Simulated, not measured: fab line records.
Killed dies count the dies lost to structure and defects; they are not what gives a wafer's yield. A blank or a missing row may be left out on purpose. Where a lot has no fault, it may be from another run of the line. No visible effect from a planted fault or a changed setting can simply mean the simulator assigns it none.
A sampling plan put to the test | flow nand_harc | one fab line, 28 faults that these records tell of, each judged on the records of the lots that it struck; 1 more is left out, because the records don't allow judging it
The plan is the line's own looks: the steps of the route at which a gauge or an inspection reads the wafer and doesn't change it. A look is open to judgement when struck wafers have a number at it and the file gives its usual mean and standard deviation on fault-free wafers. Caught: a look later than the fault's first step finds the struck wafers' mean 4 or more of those standard deviations (sigma) from the usual mean. On the tool: here the same test is run on the tool's own readings at the fault's steps. If the struck wafers alone have a blank record, or they carry another recipe, that too counts as caught.

## THE FAULTS, as the simulator had put them in
1. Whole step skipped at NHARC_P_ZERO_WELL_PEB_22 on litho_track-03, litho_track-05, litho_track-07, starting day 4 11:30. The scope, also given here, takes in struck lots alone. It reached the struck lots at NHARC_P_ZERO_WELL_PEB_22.
2. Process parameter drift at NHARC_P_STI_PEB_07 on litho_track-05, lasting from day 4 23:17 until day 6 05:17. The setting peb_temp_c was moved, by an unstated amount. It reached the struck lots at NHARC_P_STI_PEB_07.
3. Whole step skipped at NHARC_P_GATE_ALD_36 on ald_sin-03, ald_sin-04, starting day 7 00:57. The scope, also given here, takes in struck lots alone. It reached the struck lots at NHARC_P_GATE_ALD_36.
4. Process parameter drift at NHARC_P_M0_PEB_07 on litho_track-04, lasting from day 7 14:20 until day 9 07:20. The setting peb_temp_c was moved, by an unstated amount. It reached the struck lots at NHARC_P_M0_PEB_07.
5. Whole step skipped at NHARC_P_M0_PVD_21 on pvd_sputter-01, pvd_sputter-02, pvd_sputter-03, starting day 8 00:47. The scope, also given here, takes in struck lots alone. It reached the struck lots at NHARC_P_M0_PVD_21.
6. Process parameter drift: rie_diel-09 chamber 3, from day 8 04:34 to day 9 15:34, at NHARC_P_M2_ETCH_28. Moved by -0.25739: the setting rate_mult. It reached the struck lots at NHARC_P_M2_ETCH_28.
7. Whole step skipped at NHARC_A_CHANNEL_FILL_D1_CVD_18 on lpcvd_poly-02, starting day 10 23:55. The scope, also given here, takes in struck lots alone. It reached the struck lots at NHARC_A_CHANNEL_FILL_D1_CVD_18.
8. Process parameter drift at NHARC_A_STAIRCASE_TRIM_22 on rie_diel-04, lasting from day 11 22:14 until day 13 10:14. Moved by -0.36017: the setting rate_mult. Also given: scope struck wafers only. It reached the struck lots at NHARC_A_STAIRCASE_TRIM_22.
9. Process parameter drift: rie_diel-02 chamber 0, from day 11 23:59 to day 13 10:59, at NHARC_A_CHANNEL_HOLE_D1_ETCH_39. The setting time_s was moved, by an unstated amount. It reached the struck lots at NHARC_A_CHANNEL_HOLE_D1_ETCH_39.
10. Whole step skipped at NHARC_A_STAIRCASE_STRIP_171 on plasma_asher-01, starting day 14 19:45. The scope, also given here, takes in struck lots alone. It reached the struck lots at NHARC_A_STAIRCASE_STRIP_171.
11. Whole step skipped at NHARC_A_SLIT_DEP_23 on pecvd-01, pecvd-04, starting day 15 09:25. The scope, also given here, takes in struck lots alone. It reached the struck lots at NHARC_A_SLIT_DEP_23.
12. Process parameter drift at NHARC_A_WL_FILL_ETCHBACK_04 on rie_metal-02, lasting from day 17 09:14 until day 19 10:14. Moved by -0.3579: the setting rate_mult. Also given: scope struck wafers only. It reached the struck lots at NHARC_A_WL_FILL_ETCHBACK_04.
13. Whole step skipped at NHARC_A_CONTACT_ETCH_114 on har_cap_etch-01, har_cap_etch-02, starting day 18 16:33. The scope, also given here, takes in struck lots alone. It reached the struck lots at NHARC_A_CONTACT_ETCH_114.
14. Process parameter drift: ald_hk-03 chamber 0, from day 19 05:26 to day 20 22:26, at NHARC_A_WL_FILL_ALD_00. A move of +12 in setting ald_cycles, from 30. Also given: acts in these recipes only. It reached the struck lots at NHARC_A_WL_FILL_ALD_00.
15. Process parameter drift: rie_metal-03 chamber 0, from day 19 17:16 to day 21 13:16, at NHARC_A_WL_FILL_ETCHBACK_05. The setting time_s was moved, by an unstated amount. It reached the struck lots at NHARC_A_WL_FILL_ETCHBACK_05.
16. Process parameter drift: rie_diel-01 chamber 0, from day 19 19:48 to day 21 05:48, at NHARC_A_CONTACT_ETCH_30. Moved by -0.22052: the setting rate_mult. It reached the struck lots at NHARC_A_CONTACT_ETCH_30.
17. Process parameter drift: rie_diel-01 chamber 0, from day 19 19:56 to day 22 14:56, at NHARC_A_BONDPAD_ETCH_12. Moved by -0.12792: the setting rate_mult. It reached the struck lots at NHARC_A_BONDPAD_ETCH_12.
18. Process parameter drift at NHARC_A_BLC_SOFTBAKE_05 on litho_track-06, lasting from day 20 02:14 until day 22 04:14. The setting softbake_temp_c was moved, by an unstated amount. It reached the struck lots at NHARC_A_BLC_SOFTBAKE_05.
19. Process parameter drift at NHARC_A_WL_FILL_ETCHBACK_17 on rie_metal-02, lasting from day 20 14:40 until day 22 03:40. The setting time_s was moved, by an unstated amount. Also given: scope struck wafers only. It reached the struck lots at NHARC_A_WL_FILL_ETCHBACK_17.
20. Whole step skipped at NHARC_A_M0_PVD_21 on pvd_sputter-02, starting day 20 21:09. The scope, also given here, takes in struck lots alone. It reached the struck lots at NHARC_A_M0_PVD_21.
21. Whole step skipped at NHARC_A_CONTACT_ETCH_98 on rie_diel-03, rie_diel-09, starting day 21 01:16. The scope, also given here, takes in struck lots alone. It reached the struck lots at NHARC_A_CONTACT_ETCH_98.
22. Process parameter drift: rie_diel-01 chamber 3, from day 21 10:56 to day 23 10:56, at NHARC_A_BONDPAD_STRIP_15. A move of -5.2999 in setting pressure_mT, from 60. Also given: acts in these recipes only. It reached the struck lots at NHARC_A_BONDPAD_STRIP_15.
23. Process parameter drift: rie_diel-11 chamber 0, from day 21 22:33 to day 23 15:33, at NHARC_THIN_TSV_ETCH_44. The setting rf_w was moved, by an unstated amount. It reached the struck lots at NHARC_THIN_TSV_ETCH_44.
24. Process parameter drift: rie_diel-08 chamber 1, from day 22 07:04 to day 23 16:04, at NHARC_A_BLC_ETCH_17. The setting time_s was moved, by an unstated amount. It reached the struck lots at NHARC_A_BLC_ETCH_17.
25. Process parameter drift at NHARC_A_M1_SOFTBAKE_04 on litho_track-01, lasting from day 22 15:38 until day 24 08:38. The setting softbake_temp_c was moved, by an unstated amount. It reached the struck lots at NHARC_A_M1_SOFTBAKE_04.
26. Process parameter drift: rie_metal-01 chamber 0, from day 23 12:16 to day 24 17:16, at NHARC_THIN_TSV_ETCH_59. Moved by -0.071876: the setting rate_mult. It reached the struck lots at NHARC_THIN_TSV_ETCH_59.
27. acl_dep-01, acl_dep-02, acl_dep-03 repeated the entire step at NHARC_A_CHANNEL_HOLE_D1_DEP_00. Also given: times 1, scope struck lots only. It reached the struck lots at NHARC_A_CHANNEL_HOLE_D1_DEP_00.
28. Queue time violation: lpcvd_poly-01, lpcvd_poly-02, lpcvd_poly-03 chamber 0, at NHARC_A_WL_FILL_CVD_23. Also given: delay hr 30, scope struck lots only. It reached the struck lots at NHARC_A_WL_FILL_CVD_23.

## WHAT THE PLAN SAW
fault | on the tool itself                               | first look that catches it                      | reading, sigma | median hours from its first step to that look | hours from the fault's start to the first struck lot there | judged looks passed uncaught
1     | the tool's record is blank for the struck wafers | no look after it can be judged                  | -              | -                                             | -                                                          | 0
2     | plate_temp_C +17 sigma                           | NHARC_P_STI_CD_MEAS_09                          | cd_nm +6.5     | 0.1                                           | 6                                                          | 0
3     | the tool's record is blank for the struck wafers | no look after it can be judged                  | -              | -                                             | -                                                          | 0
4     | plate_temp_C -34 sigma                           | no look after it can be judged                  | -              | -                                             | -                                                          | 0
5     | the tool's record is blank for the struck wafers | no look after it can be judged                  | -              | -                                             | -                                                          | 0
6     | oes_product_au -12 sigma                         | none of the 2 looks that can be judged after it | -              | -                                             | -                                                          | 2
7     | the tool's record is blank for the struck wafers | no look after it can be judged                  | -              | -                                             | -                                                          | 0
8     | oes_product_au -25 sigma                         | no look after it can be judged                  | -              | -                                             | -                                                          | 0
9     | run_length_s -99 or beyond sigma                 | no look after it can be judged                  | -              | -                                             | -                                                          | 0
10    | the tool's record is blank for the struck wafers | not the one look that can be judged after it    | -              | -                                             | -                                                          | 1
11    | the tool's record is blank for the struck wafers | no look after it can be judged                  | -              | -                                             | -                                                          | 0
12    | oes_product_au -21 sigma                         | no look after it can be judged                  | -              | -                                             | -                                                          | 0
13    | the tool's record is blank for the struck wafers | no look after it can be judged                  | -              | -                                             | -                                                          | 0
14    | under 2 sigma                                    | no look after it can be judged                  | -              | -                                             | -                                                          | 0
15    | run_length_s +25 sigma                           | not the one look that can be judged after it    | -              | -                                             | -                                                          | 1
16    | oes_product_au -8.1 sigma                        | no look after it can be judged                  | -              | -                                             | -                                                          | 0
17    | only faintly: oes_product_au -4.0 sigma          | no look after it can be judged                  | -              | -                                             | -                                                          | 0
18    | heater_power_total_W -81 sigma                   | no look after it can be judged                  | -              | -                                             | -                                                          | 0
19    | run_length_s -43 sigma                           | no look after it can be judged                  | -              | -                                             | -                                                          | 0
20    | the tool's record is blank for the struck wafers | not the one look that can be judged after it    | -              | -                                             | -                                                          | 1
21    | the tool's record is blank for the struck wafers | no look after it can be judged                  | -              | -                                             | -                                                          | 0
22    | chamber_pressure_mTorr -91 sigma                 | not the one look that can be judged after it    | -              | -                                             | -                                                          | 1
23    | rf_fwd_power_W -99 or beyond sigma               | no look after it can be judged                  | -              | -                                             | -                                                          | 0
24    | run_length_s -99 or beyond sigma                 | not the one look that can be judged after it    | -              | -                                             | -                                                          | 1
25    | heater_power_total_W +31 sigma                   | not the one look that can be judged after it    | -              | -                                             | -                                                          | 1
26    | oes_product_au -4.1 sigma                        | none of the 2 looks that can be judged after it | -              | -                                             | -                                                          | 2
27    | under 2 sigma                                    | no look after it can be judged                  | -              | -                                             | -                                                          | 0
28    | under 2 sigma                                    | not the one look that can be judged after it    | -              | -                                             | -                                                          | 1
Dash: fault not caught, or number not given in these records.

Caught at a look: 1 of 28. Caught on the tool: 24 of 28. By one or the other: 24 of 28.
Faults 1, 3, 4, 5, 6, 7, 8, 9, 10, 11, 12, 13, 15, 16, 18, 19, 20, 21, 22, 23, 24, 25, 26 were caught on the tool alone.
Caught by neither: faults 14, 17, 27, 28.

## THINNER SAMPLING
In the worst case, this is how late the first struck lot would be measured if the look that catches a fault measured only every second or every third lot, by lot number:
fault | struck lots at that look, in order of time | every lot | every second lot | every third lot
2     | L474, L475                                 | 6 h       | 14 h             | may miss all 2
Hours count from the start of the fault until the first struck lot that is measured. The limit of 4 sigma was tested on all struck wafers together, so one lot alone may lie under it. Other struck lots may not be in these records.

## THE LONGEST TIMED WAY FROM STEP TO LOOK
For fault 2, NHARC_P_STI_PEB_07 and NHARC_P_STI_CD_MEAS_09 are separated by a median of 0.1 hours. No look between them can be judged.
